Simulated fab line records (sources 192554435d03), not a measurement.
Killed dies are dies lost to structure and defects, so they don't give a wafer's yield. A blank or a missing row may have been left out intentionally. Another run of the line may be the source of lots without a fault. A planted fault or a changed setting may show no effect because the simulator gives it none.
fab line records -- flow n5-finfet
record lots=9, wafers=26, last-day=19
route steps=1938 shown HKMG_FIN@409 BEOL_M4@1111 PASSIVATION@1936
lots that met no fault: from a run of the same line without faults
start-h: the number of hours between the record's first day and the start of the first shown wafer of the lot -- wait-h: how many hours have passed since the lot's step before this one -- " same as the row above -- L1.1+2: one row covering several wafers at once -- - no value present, or no start provided -- * or withheld: withheld -- < > ~ a bound
route shown NAME@n: a module of which the file shows steps, and the number in the route of the first -- usual: mean/standard deviation taken from wafers without a fault -- same: alike in all rows -- chamber/n: place in a boat -- sites: per-site readings -- _std_site: the standard deviation of these -- _edge_site: the outer-site mean with the inner-site mean subtracted -- radius-mm: for every site, how far away it sits from the centre of the wafer -- mask NAME#n: copy n -- behind: the most recent tool/chamber to have shaped the wafer -- hold: what put the lot on hold/how long, in hours/how the hold closed -- device: transistor that didn't switch, given as n, p or np -- end of line: tests of these same wafers at the route's end -- a step without rows: its recipe alone -- killed: dies that structure and defects cost at the first sort, which is not the same as the wafer's yield -- map: the dies of a wafer, with x for killed, . for not killed, _ for no die there
set.NAME: the setting the step ran with; set.NAME@STEP: the setting that earlier step ran with -- model.NAME: the simulator's own value behind a step, which no gauge read
steps of the route over a sample of lots; a table a step, a row a wafer
services: when a tool's chamber went out of use (start-h, in hours from the record's first day, below 0 if earlier), for how many hours, and the reason
## steps
# step N5_HKMG_FIN_STRIP_60
# recipe chemistry=N2/H2, power-w=2500, temp-c=300, h2-frac=0.65, time-s=360, pressure-mtorr=withheld, n2-flow-sccm=1750, h2-flow-sccm=3250
# usual drypump-motor-current-A=5.89/0.18, heater-power-w=461/42, temp-c=299.99/0.2
lot.wafer,tool,chamber,start-h,wait-h,drypump-motor-current-A,heater-power-w,rf-hours-counter-h,temp-c
L567.1,plasma-asher-01,1,91.15,0.0,5.80,426,38,299.78
L567.4,plasma-asher-01,0,91.15,0.0,6.02,479,-,299.69
L567.5,plasma-asher-01,1,91.15,0.0,5.80,418,-,299.85
L568.1,plasma-asher-01,0,99.05,0.0,6.01,474,40,300.02
L568.3,plasma-asher-01,1,99.05,0.0,5.80,424,-,300.11
L568.4,plasma-asher-01,0,99.05,0.0,6.02,485,-,299.95
L570.1,plasma-asher-02,1,112.36,0.0,5.62,530,84,300.19
L570.4,plasma-asher-02,0,112.36,0.0,6.14,437,-,300.06
L570.6,plasma-asher-02,0,112.36,0.0,6.10,425,-,300.00
L571.1,plasma-asher-01,0,118.63,0.0,6.05,482,44,300.06
L571.3,plasma-asher-01,1,118.63,0.0,5.77,421,-,299.99
L571.4,plasma-asher-01,0,118.63,0.0,6.04,478,-,299.88
L573.4,plasma-asher-02,0,130.82,0.1,6.14,428,-,299.96
L573.6,plasma-asher-02,1,130.82,0.1,5.61,518,-,299.55
L580.3,plasma-asher-02,1,171.07,0.1,5.60,551,-,299.99
L580.4,plasma-asher-02,0,171.07,0.1,6.13,434,-,299.63
L580.5,plasma-asher-02,0,171.07,0.1,6.15,434,-,299.80
L581.1,plasma-asher-01,1,175.06,0.0,5.81,416,58,300.04
L581.2,plasma-asher-01,0,175.06,0.0,6.03,472,58,300.06
L581.6,plasma-asher-01,1,175.06,0.0,5.79,427,-,299.82
L583.1,plasma-asher-02,1,190.44,0.0,5.64,526,96,299.86
L583.4,plasma-asher-02,1,190.44,0.0,5.61,524,-,299.92
L583.6,plasma-asher-02,1,190.44,0.0,5.65,531,-,299.94
L587.2,plasma-asher-01,0,213.32,0.0,6.02,487,63,300.08
L587.3,plasma-asher-01,1,213.32,0.0,5.80,421,-,300.19
L587.6,plasma-asher-01,0,213.32,0.0,6.00,474,-,300.28
# step N5_HKMG_FIN_ETCH_31
# recipe chemistry=CF4, target=SiARC, target-depth-a=455, mask-material=CAR-ArF, time-s=75.8, ion-energy-ev=80, pressure-mtorr=40, source-w=545, bias-w=36, Ar_flow_sccm=100, cf4-flow-sccm=100, ends=cleared
# usual bias-w=35.99/0.11, drypump-motor-current-A=5.9/0.5, etch-rf-on-time-s=76.8/1.8, oes-product-au=0.66/0.084, rf-vpp-V=183.8/1.2, showerhead-plenum-p-Torr=2.12/0.068, throttle-valve-pct=15.61/0.28
lot.wafer,tool,chamber,start-h,wait-h,bias-w,drypump-motor-current-A,etch-rf-on-time-s,oes-product-au,rf-hours-counter-h,rf-vpp-V,showerhead-plenum-p-Torr,throttle-valve-pct
L567.1,rie-diel-04,0,94.13,0.0,36.14,6.0,76.0,0.66,104,184.7,2.16,15.94
L567.4,rie-diel-04,2,94.13,0.0,35.95,5.6,77.3,0.63,166,184.2,2.06,15.86
L567.5,rie-diel-04,3,94.13,0.0,35.99,5.2,77.5,0.61,-,183.1,2.03,15.48
L568.1,rie-diel-04,3,101.78,0.0,36.01,5.2,77.7,0.60,205,183.3,2.03,15.47
L568.3,rie-diel-04,1,101.78,0.0,35.80,6.4,80.9,0.57,227,186.4,2.19,15.62
L568.4,rie-diel-04,2,101.78,0.0,35.90,5.6,76.6,0.62,-,182.4,2.06,15.85
L570.1,rie-diel-04,0,115.23,0.0,36.15,6.0,76.3,0.67,107,185.5,2.16,15.93
L570.4,rie-diel-04,0,115.23,0.0,35.83,6.0,93.0,0.61,-,185.1,2.16,15.92
L570.6,rie-diel-04,3,115.23,0.0,35.85,5.2,77.2,0.62,-,182.5,2.03,15.48
L571.1,rie-diel-04,3,121.55,0.0,35.84,5.2,77.6,0.60,213,182.1,2.03,15.49
L571.3,rie-diel-04,0,121.55,0.0,35.93,6.0,92.8,0.59,109,183.7,2.16,15.91
L571.4,rie-diel-04,1,121.55,0.0,36.18,6.4,98.8,0.51,-,183.0,2.19,15.62
L573.4,rie-diel-04,3,133.59,0.0,36.05,5.2,94.1,0.55,-,182.9,2.03,15.49
L573.6,rie-diel-04,0,133.59,0.0,35.92,6.0,76.8,0.67,-,185.2,2.15,15.95
L580.3,rie-diel-03,3,173.73,0.0,35.84,6.5,76.7,0.61,203,185.3,2.20,15.64
L580.4,rie-diel-03,1,173.73,0.0,35.93,5.2,78.0,0.58,248,184.4,2.19,15.67
L580.5,rie-diel-03,2,173.73,0.0,35.81,5.3,76.5,0.66,-,182.0,2.07,15.29
L581.1,rie-diel-03,0,177.71,0.0,35.88,5.6,77.0,0.59,222,182.7,2.04,15.65
L581.2,rie-diel-03,2,177.71,0.0,35.85,5.3,75.8,0.67,119,183.8,2.07,15.30
L581.6,rie-diel-03,3,177.71,0.0,36.19,6.5,76.7,0.61,-,184.8,2.20,15.64
L583.1,rie-diel-01,2,193.12,0.0,36.04,6.6,76.9,0.64,158,183.1,2.06,16.00
L583.4,rie-diel-01,0,193.12,0.0,35.86,6.4,78.6,0.61,194,184.8,2.22,15.93
L583.6,rie-diel-01,2,193.12,0.0,35.86,6.6,76.5,0.64,-,183.7,2.06,16.00
L587.2,rie-diel-04,3,216.18,0.0,35.88,5.2,78.8,0.58,249,181.3,2.02,15.56
L587.3,rie-diel-04,1,216.18,0.0,36.00,6.4,78.3,0.76,14,185.5,2.18,15.16
L587.6,rie-diel-04,2,216.18,0.0,36.15,5.6,77.6,0.60,-,182.0,2.05,15.92
# step N5_HKMG_FIN_STRIP_34
# recipe chemistry=CF4, resist=SiARC, power-w=300, bias-power-w=75, pressure-mtorr=50, cf4-flow-sccm=150, rf-frequency-hz=6e+07
# usual drypump-motor-current-A=5.9/0.49, oes-product-au=0.77/0.087, rf-vpp-V=270.7/1.5, showerhead-plenum-p-Torr=1.77/0.055, throttle-valve-pct=13.59/0.29
lot.wafer,tool,chamber,start-h,wait-h,drypump-motor-current-A,oes-product-au,rf-hours-counter-h,rf-vpp-V,showerhead-plenum-p-Torr,throttle-valve-pct
L567.1,rie-diel-04,0,94.37,0.0,6.0,0.78,104,270.8,1.81,13.86
L567.4,rie-diel-04,2,94.37,0.0,5.6,0.73,166,270.4,1.73,13.83
L567.5,rie-diel-04,3,94.37,0.0,5.2,0.71,-,268.1,1.70,13.49
L568.1,rie-diel-04,3,102.03,0.0,5.1,0.72,206,269.2,1.70,13.49
L568.3,rie-diel-04,1,102.03,0.0,6.4,0.69,227,272.7,1.82,13.60
L568.4,rie-diel-04,2,102.03,0.0,5.6,0.73,-,268.3,1.73,13.86
L570.1,rie-diel-04,0,115.48,0.0,6.0,0.77,107,271.7,1.80,13.86
L570.4,rie-diel-04,0,115.48,0.0,6.0,0.78,-,271.2,1.80,13.84
L570.6,rie-diel-04,3,115.48,0.0,5.2,0.71,-,270.2,1.70,13.48
L571.1,rie-diel-04,3,121.80,0.0,5.2,0.70,213,270.5,1.70,13.50
L571.3,rie-diel-04,0,121.80,0.0,6.0,0.77,109,271.8,1.80,13.87
L571.4,rie-diel-04,1,121.80,0.0,6.4,0.70,-,272.6,1.82,13.61
L573.4,rie-diel-04,3,133.82,0.0,5.2,0.71,-,269.3,1.70,13.50
L573.6,rie-diel-04,0,133.82,0.0,6.0,0.77,-,272.7,1.80,13.88
L580.3,rie-diel-03,3,173.97,0.0,6.5,0.72,203,271.6,1.85,13.67
L580.4,rie-diel-03,1,173.97,0.0,5.2,0.68,248,271.8,1.83,13.66
L580.5,rie-diel-03,2,173.97,0.0,5.3,0.77,-,270.3,1.73,13.26
L581.1,rie-diel-03,0,177.95,0.0,5.7,0.69,222,269.5,1.71,13.66
L581.2,rie-diel-03,2,177.95,0.0,5.2,0.77,119,269.8,1.73,13.28
L581.6,rie-diel-03,3,177.95,0.0,6.5,0.72,-,273.0,1.85,13.65
L583.1,rie-diel-01,2,193.37,0.0,6.6,0.75,158,269.7,1.74,14.01
L583.4,rie-diel-01,0,193.37,0.0,6.4,0.72,194,272.5,1.86,13.90
L583.6,rie-diel-01,2,193.37,0.0,6.5,0.75,-,270.4,1.74,14.01
L587.2,rie-diel-04,3,216.43,0.0,5.2,0.69,250,269.0,1.69,13.56
L587.3,rie-diel-04,1,216.43,0.0,6.4,0.90,15,271.1,1.81,13.10
L587.6,rie-diel-04,2,216.43,0.0,5.6,0.70,-,268.7,1.73,13.92
# step N5_HKMG_FIN_ETCH_86
# recipe chemistry=N2/H2, target=SOC, target-depth-a=3932, stop-on=TiN, ion-energy-ev=100, bias-w=61, pressure-mtorr=30, source-w=850, n2-flow-sccm=200, h2-flow-sccm=200
# usual bias-w=61.02/0.19, drypump-motor-current-A=5.8/0.48, oes-product-au=0.76/0.088, rf-vpp-V=240.3/1.2, showerhead-plenum-p-Torr=2.51/0.086, throttle-valve-pct=17.8/0.31
lot.wafer,tool,chamber,start-h,wait-h,bias-w,drypump-motor-current-A,oes-product-au,rf-hours-counter-h,rf-vpp-V,showerhead-plenum-p-Torr,throttle-valve-pct
L567.1,rie-diel-01,2,95.42,-,61.08,6.5,0.78,126,240.2,2.45,18.2
L567.4,rie-diel-01,2,95.42,-,61.41,6.5,0.77,-,238.9,2.45,18.3
L567.5,rie-diel-01,3,95.42,-,60.87,6.0,1.00,-,240.0,2.48,17.1
L568.1,rie-diel-03,0,103.08,-,61.24,5.6,0.71,199,238.9,2.44,17.9
L568.3,rie-diel-03,2,103.08,-,61.08,5.3,0.80,96,240.3,2.46,17.4
L568.4,rie-diel-03,3,103.08,-,60.92,6.5,0.73,181,241.6,2.64,17.9
L570.1,rie-diel-03,0,116.55,-,60.99,5.7,0.70,203,238.8,2.44,17.9
L570.4,rie-diel-03,2,116.55,-,61.14,5.3,0.79,100,239.6,2.46,17.4
L570.6,rie-diel-03,1,116.55,-,61.02,5.2,0.70,-,241.0,2.62,17.8
L571.1,rie-diel-01,3,122.93,-,61.19,5.9,0.96,14,240.0,2.47,17.2
L571.3,rie-diel-01,2,122.93,-,61.00,6.6,0.77,137,240.5,2.44,18.3
L571.4,rie-diel-01,1,122.93,-,60.80,5.8,0.94,8,239.6,2.50,17.7
L573.4,rie-diel-03,0,134.86,-,61.11,5.6,0.69,210,239.6,2.43,17.9
L573.6,rie-diel-03,3,134.86,-,61.17,6.5,0.73,-,241.1,2.64,17.9
L580.3,rie-diel-04,3,175.01,-,60.86,5.2,0.69,235,239.4,2.39,17.6
L580.4,rie-diel-04,3,175.01,-,60.88,5.2,0.69,-,238.9,2.39,17.7
L580.5,rie-diel-04,0,175.01,-,61.30,6.0,0.76,-,240.6,2.55,18.3
L581.1,rie-diel-03,0,178.99,-,60.93,5.6,0.68,223,239.7,2.43,17.9
L581.2,rie-diel-03,3,178.99,-,60.79,6.5,0.71,205,242.8,2.63,18.0
L581.6,rie-diel-03,1,178.99,-,60.95,5.2,0.68,-,242.2,2.61,17.9
L583.1,rie-diel-03,0,194.41,-,61.28,5.7,0.69,229,239.9,2.43,18.0
L583.4,rie-diel-03,2,194.41,-,61.26,5.3,0.77,-,238.6,2.45,17.5
L583.6,rie-diel-03,3,194.41,-,61.05,6.5,0.71,-,242.6,2.63,18.0
L587.2,rie-diel-03,0,217.60,-,61.27,5.7,0.68,241,239.4,2.42,18.0
L587.3,rie-diel-03,1,217.60,-,60.97,5.2,0.95,6,240.2,2.61,17.4
L587.6,rie-diel-03,1,217.60,-,61.00,5.2,0.96,-,240.4,2.61,17.4
# step N5_BEOL_M4_RC_MEAS_101
# usual DIBL_N=35.8/1.7, DIBL_P=35.3/2, IOFF_N=0.150/0.026, IOFF_P=0.194/0.029, ION_N=667/11, ION_P=456/7.1, SS_N=71.4/0.65, SS_P=73.1/0.64, VT_N=251/3, VT_P=-252/3.2
lot.wafer,tool,chamber,start-h,wait-h,DIBL_N[mV/V],DIBL_P[mV/V],IOFF_N[nA/um],IOFF_P[nA/um],ION_N[uA/um],ION_P[uA/um],SS_N[mV/dec],SS_P[mV/dec],VT_N[mV],VT_P[mV]
L567.1,prober-02,0,239.13,0.0,36.3,39.2,0.181,0.208,679,459,71.7,73.6,248,-252
L567.4,prober-02,0,239.13,0.0,35.5,38.0,0.148,0.189,659,453,72.0,73.9,249,-253
L567.5,prober-02,0,239.13,0.0,35.1,37.0,0.158,0.186,675,458,71.8,72.7,252,-253
L568.1,prober-02,0,244.26,0.0,36.4,35.5,0.157,0.188,673,457,71.0,72.8,251,-249
L568.3,prober-02,0,244.26,0.0,37.6,37.3,0.187,0.220,688,463,71.5,73.7,246,-249
L568.4,prober-02,0,244.26,0.0,34.9,33.0,0.123,0.159,658,450,70.8,73.2,256,-253
L570.1,prober-02,0,260.43,0.0,34.8,34.4,0.118,0.165,659,450,70.4,72.9,254,-255
L570.4,prober-02,0,260.43,0.0,35.6,35.2,0.126,0.167,649,448,71.1,72.2,254,-256
L570.6,prober-02,0,260.43,0.0,34.6,33.4,0.110,0.152,638,445,70.9,72.4,257,-259
L571.1,prober-02,0,269.99,0.0,34.0,35.8,0.141,0.208,676,468,70.9,72.7,250,-249
L571.3,prober-02,0,269.99,0.0,32.6,33.2,0.123,0.172,667,458,70.8,71.9,251,-251
L571.4,prober-02,0,269.99,0.0,36.1,38.3,0.184,0.250,680,468,71.3,73.2,247,-243
L573.4,prober-01,0,277.32,0.5,33.9,34.6,0.136,0.202,660,463,70.9,72.9,251,-250
L573.6,prober-01,0,277.32,0.5,35.6,36.7,0.175,0.238,671,462,71.9,73.8,247,-246
L580.3,prober-01,0,313.59,0.3,34.5,34.0,0.121,0.179,650,454,71.1,73.7,254,-250
L580.4,prober-01,0,313.59,0.3,34.4,32.9,0.116,0.167,656,451,70.8,72.8,255,-255
L580.5,prober-01,0,313.59,0.3,36.1,35.3,0.143,0.204,668,455,71.9,72.8,253,-251
L581.1,prober-01,0,327.92,0.2,38.3,35.3,0.174,0.187,662,449,72.7,73.4,247,-253
L581.2,prober-01,0,327.92,0.2,34.6,32.8,0.125,0.152,664,457,70.5,71.7,250,-254
L581.6,prober-01,0,327.92,0.2,37.8,36.3,0.165,0.194,672,459,71.2,72.6,249,-252
L583.1,prober-01,0,335.82,0.0,36.1,35.1,0.165,0.231,666,467,71.9,72.7,245,-246
L583.4,prober-01,0,335.82,0.0,38.2,36.6,0.209,0.262,691,470,71.8,73.3,243,-244
L583.6,prober-01,0,335.82,0.0,34.3,31.9,0.121,0.186,652,458,70.9,72.6,251,-251
L587.2,prober-02,0,349.58,0.2,36.4,37.8,0.167,0.192,676,457,71.4,73.8,247,-252
L587.3,prober-02,0,349.58,0.2,32.1,30.6,0.103,0.114,649,443,70.6,71.6,255,-260
L587.6,prober-02,0,349.58,0.2,38.1,38.0,0.195,0.186,674,452,72.7,73.5,247,-255
# step N5_PASSIVATION_PROBE_49
# usual defect-limited-yield=91.5/1.4, killed_at_M0_to_M3=34/11, killed_at_M4_up=15/6, killed-at-contacts=11/5.9, killed-at-front-end=37/11, killed-at-other=3.6/2.9, killed-dies=101/17, killed-open=66/12, killed-short=33/7.8, sort_bin_5_function=5.0/0.97, sort_bin_6_memory=3.2/0.65, sort_bin_8_speed=0.02/0.2, sort-n-pass=1079/17, sort-yield-pct=91.4/1.4
# same gross-dies=1180, killed-at-back-side=0, sort_bin_4_leakage[%]=0
lot.wafer,tool,chamber,start-h,wait-h,defect-limited-yield[%],killed_at_M0_to_M3,killed_at_M4_up,killed-at-contacts,killed-at-front-end,killed-at-other,killed-dies,killed-open,killed-short,sort_bin_5_function[%],sort_bin_6_memory[%],sort_bin_8_speed[%],sort-n-pass,sort-yield-pct[%]
L571.1,prober-02,-,376.09,0.0,91.7,44,15,11,27,1,98,75,19,4.8,3.2,0,1082,91.7
L571.3,prober-02,-,376.19,0.1,91.8,34,16,17,29,1,97,66,30,5.0,3.1,0,1083,91.8
L571.4,prober-02,-,376.24,0.2,90.5,30,14,14,53,1,112,83,29,5.8,3.5,0,1068,90.5
L580.3,prober-01,-,418.54,0.1,92.6,31,23,16,11,6,87,55,29,4.3,2.9,0,1093,92.6
L580.4,prober-01,-,418.59,0.2,88.6,57,10,15,42,10,134,88,42,7.1,3.7,0,1046,88.6
L580.5,prober-01,-,418.64,0.2,91.7,30,19,12,33,4,98,65,31,5.2,2.9,0,1082,91.7
L587.2,prober-02,-,462.30,0.1,92.1,43,4,11,30,5,93,57,33,4.1,3.6,0,1087,92.1
L587.3,prober-02,-,462.35,0.1,88.8,55,9,14,48,6,132,89,43,7.3,3.6,0.08,1047,88.7
L587.6,prober-02,-,462.50,0.3,92.1,35,9,5,44,0,93,61,32,4.6,3.2,0,1087,92.1
# killed by level:class
L571.1 BEOL_M1:geometric-particle:open=12 BEOL_M2:geometric-particle:open=10 MOL_CONTACT_COAG:geometric-particle:open=9 BEOL_M4:geometric-particle:open=9 STI_FIN_REVEAL:geometric-particle:open=7 BEOL_M0_SAQP:geometric-particle:short=7 BEOL_M3:geometric-particle:open=5 GATE_CUT:geometric-particle:open=4
L571.3 BEOL_M0_SAQP:geometric-particle:short=11 MOL_CONTACT_COAG:geometric-particle:open=11 BEOL_M4:geometric-particle:open=10 BEOL_M0_SAQP:geometric-particle:open=7 FIN_SAQP:geometric-particle:open=6 MOL_CONTACT_COAG:geometric-particle:short=5 GATE_CUT:geometric-particle:short=5 BEOL_M1:geometric-particle:open=5
L571.4 FIN_SAQP:geometric-particle:open=20 MOL_CONTACT_COAG:geometric-particle:open=11 BEOL_M4:geometric-particle:open=9 BEOL_M0_SAQP:geometric-particle:open=7 BEOL_M0_SAQP:geometric-particle:short=7 STI_FIN_REVEAL:geometric-particle:open=6 BEOL_M1:geometric-particle:open=6 BEOL_M2:geometric-particle:open=5
L580.3 MOL_CONTACT_COAG:geometric-particle:open=12 BEOL_M4:geometric-particle:open=9 BEOL_M3:geometric-particle:open=6 BEOL_M2:geometric-particle:open=5 MOL_CONTACT_COAG:geometric-particle:short=4 BEOL_M0_SAQP:geometric-particle:short=4 BEOL_M2:geometric-particle:short=4 STARTING-WAFER:geometric-particle:short=4
L580.4 MOL_CONTACT_COAG:geometric-particle:open=14 BEOL_M0_SAQP:geometric-particle:open=13 STI_FIN_REVEAL:geometric-particle:open=12 BEOL_M0_SAQP:geometric-particle:short=12 FIN_SAQP:geometric-particle:open=11 BEOL_M2:geometric-particle:open=7 BEOL_M3:geometric-particle:open=6 STARTING-WAFER:geometric-particle:short=6
L580.5 DUMMY_GATE:geometric-particle:open=10 MOL_CONTACT_COAG:geometric-particle:open=9 BEOL_M4:geometric-particle:open=8 BEOL_M0_SAQP:geometric-particle:open=8 BEOL_M0_SAQP:geometric-particle:short=6 STI_FIN_REVEAL:geometric-particle:open=5 BEOL_M3:geometric-particle:open=5 BEOL_M1:geometric-particle:open=4
L587.2 BEOL_M1:geometric-particle:open=16 BEOL_M0_SAQP:geometric-particle:short=10 MOL_CONTACT_COAG:geometric-particle:open=7 BEOL_M2:geometric-particle:open=6 FIN_SAQP:geometric-particle:short=5 FIN_SAQP:geometric-particle:open=4 STI_FIN_REVEAL:geometric-particle:open=4 GATE_CUT:geometric-particle:short=4
L587.3 BEOL_M0_SAQP:geometric-particle:open=16 STI_FIN_REVEAL:geometric-particle:open=11 BEOL_M3:geometric-particle:open=11 BEOL_M2:geometric-particle:open=11 MOL_CONTACT_COAG:geometric-particle:open=10 BEOL_M0_SAQP:geometric-particle:short=8 GATE_CUT:geometric-particle:short=6 FIN_SAQP:geometric-particle:open=5
L587.6 STI_FIN_REVEAL:geometric-particle:open=10 BEOL_M2:geometric-particle:open=9 BEOL_M0_SAQP:geometric-particle:open=8 BEOL_M3:geometric-particle:open=6 DUMMY_GATE:geometric-particle:short=4 DUMMY_GATE:geometric-particle:open=4 GATE_CUT:geometric-particle:open=4 BEOL_M0_SAQP:geometric-particle:short=4
## services
tool,chamber,start-h,hours,kind
rie-diel-01,3,67.27,-,clean
rie-diel-01,3,67.27,-,consumable-replace:focus-ring
rie-diel-03,3,86.91,5.4,repair
rie-diel-01,0,100.51,13.7,repair
rie-diel-04,2,110.41,45.9,repair
rie-diel-04,-,115.75,0.4,repair
plasma-asher-02,-,140.98,21.8,repair
rie-diel-04,1,156.64,-,clean
rie-diel-04,1,156.64,-,consumable-replace:focus-ring
rie-diel-04,1,156.64,21.8,scheduled-down
rie-diel-04,1,156.64,21.8,vent-cycle
rie-diel-04,0,159.67,9.2,repair
rie-diel-04,3,166.89,6.3,repair
rie-diel-03,1,182.04,-,clean
rie-diel-03,1,182.04,-,consumable-replace:focus-ring
rie-diel-03,1,182.04,21.0,scheduled-down
rie-diel-03,1,182.04,21.0,vent-cycle
plasma-asher-01,-,188.63,5.5,repair
rie-diel-01,2,196.01,16.2,repair
rie-diel-04,3,217.41,-,clean
rie-diel-04,3,217.41,-,consumable-replace:focus-ring
rie-diel-04,3,217.41,-,consumable-replace:showerhead
rie-diel-04,3,217.41,30.8,scheduled-down
rie-diel-04,3,217.41,30.8,vent-cycle
## key
first-sign step=N5_HKMG_FIN_ETCH_31, reading=etch-rf-on-time-s, direction=up, sigmas=10, usual=*, struck=*
effect none on later readings
met-at N5_HKMG_FIN_ETCH_31
struck-lots L570,L571,L573
struck-wafers L570.4,L571.3,L571.4,L573.4
not-acting-at N5_HKMG_FIN_STRIP_60,N5_HKMG_FIN_STRIP_34,N5_HKMG_FIN_ETCH_86
onset-between 101.78 115.23
fault kind=process-parameter-drift, tool=rie-diel-04, chamber=-, onset-h=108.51, steps=N5_HKMG_FIN_ETCH_31, channel=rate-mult, offset=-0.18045, shape=step, end-h=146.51, scope=struck-wafers-only
